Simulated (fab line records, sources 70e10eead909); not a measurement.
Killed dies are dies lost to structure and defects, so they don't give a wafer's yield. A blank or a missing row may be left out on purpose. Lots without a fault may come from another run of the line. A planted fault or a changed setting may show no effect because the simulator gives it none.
A struck lot beside a sound one | flow nand_harc | 14 steps out of a route of 1159
Sound: wafers L833.2, L833.3, L833.4. Struck: wafers L827.2, L827.3, L827.5. The cause comes at the end.
At each step with rows: each side's tool, then ch and its chambers, then its first start. Under that, the readings that differ: sound wafers | struck wafers | difference of the means | sigmas: that difference in standard deviations of wafers without a fault.
alike: readings whose means differ by less than 2 such deviations, and words and numbers that are the same on both sides. not compared: withheld readings, readings that some wafer has no value for, bounds like >300 that may hide the same value, and numbers for which the record gives no deviation and whose values overlap.
The two part at a step that has a row with sigmas, a row that says differs or no value, or rows on one side only. Numbers that don't overlap but have no deviation are shown without sigmas and don't part them. A reading that every wafer of one side lacks parts them only if that side has two wafers or more.

first, 1 step without rows for these wafers: NHARC_A_BLC_STRIP_29 (strips in CF4).
NHARC_A_BLC_STRIP_21: strips in O2.
  sound on rie_diel-12 ch 0,2,3, day 21 17:39; struck on rie_diel-12 ch 1,2, day 20 23:01
  alike: drypump_motor_current_A, mfc_ar_sccm, oes_product_au, rf_vpp_V, showerhead_plenum_p_Torr, throttle_valve_pct
  not compared: rf_hours_counter_h
then, 3 steps without rows for these wafers: NHARC_A_BLC_STRIP_22 (strips in post etch residue remover, time 600 s); NHARC_A_BLC_DEGAS_30 (time 60 s); NHARC_A_BLC_PRE_CLEAN_31 (time 15 s).
NHARC_A_BLC_PVD_32: deposits Ti, target thk 5 nm, time 17.7 s.
  sound on pvd_sputter-02; struck on pvd_sputter-03
  reading                | sound          | struck         | difference | sigmas
  throttle_valve_pct (%) | 31.4 31.5 30.6 | 27.5 29.6 27.6 | -2.9       | -3
NHARC_A_BLC_ALD_23: deposits TiN, target thk 3 nm, pulse time 1 s, ald cycles 150.
  sound on ald_metal-04 ch 0,1,3, day 21 18:55; struck on ald_metal-03 ch 0,2,3, day 20 23:43
  alike: heater_power_w, precursor_pulse_height_rel
NHARC_A_BLC_CVD_24: deposits W, target thk 150 nm, time 434 s.
  sound on cvd_w-01 ch 0,1; struck on cvd_w-02 ch 0,1
  alike: heater_power_w, mfc_ar_sccm, mfc_h2_sccm, throttle_valve_pct
NHARC_A_BLC_CMP_25: polishes, t overpolish 30 s, target thk 150 nm.
  sound on cmp-04 ch 0,1,2, day 22 01:34; struck on cmp-02 ch 0,1, day 21 13:02
  alike: motor_current_A, overpolish_run_s, slurry_filter_dp_kPa, slurry_flow_ml_min, time_to_endpoint_s
then, 1 step without rows for these wafers: NHARC_A_BLC_SRD_27.
NHARC_A_BLC_INSPECT_28:
  sound on defect_inspect-01, day 22 01:57; struck on defect_inspect-01, day 21 13:27
  alike: raw_defect_count
NHARC_A_M0_DEP_00: deposits SiOC, target thk 150 nm.
  sound on pecvd-04 ch 0,1, day 22 02:04; struck on pecvd-01 ch 1,2, day 21 13:34
  no value came back on the struck wafers for chamber_pressure_Torr (Torr), rf_fwd_power_W (W), showerhead_vpp_V (V); on the sound wafers chamber_pressure_Torr (Torr) reads 5.009 5.017 5.004
then, 1 step without rows for these wafers: NHARC_A_M0_DEHYDRATE_01 (time 120 s).
-- the record jumps here: 3 days lie between the struck wafers' starts before and after (it left off in module A_M0 and takes up again in module END, whose first step shown is number 1159 of the route) --
NHARC_END_SORT_01:
  the record has rows for the struck wafers here (prober-02 ch 0, day 24 16:47) and none for the sound ones

WHERE THEY PART
First at NHARC_A_BLC_PVD_32; last, within this record, at NHARC_END_SORT_01.

WHY: what the simulator had put in
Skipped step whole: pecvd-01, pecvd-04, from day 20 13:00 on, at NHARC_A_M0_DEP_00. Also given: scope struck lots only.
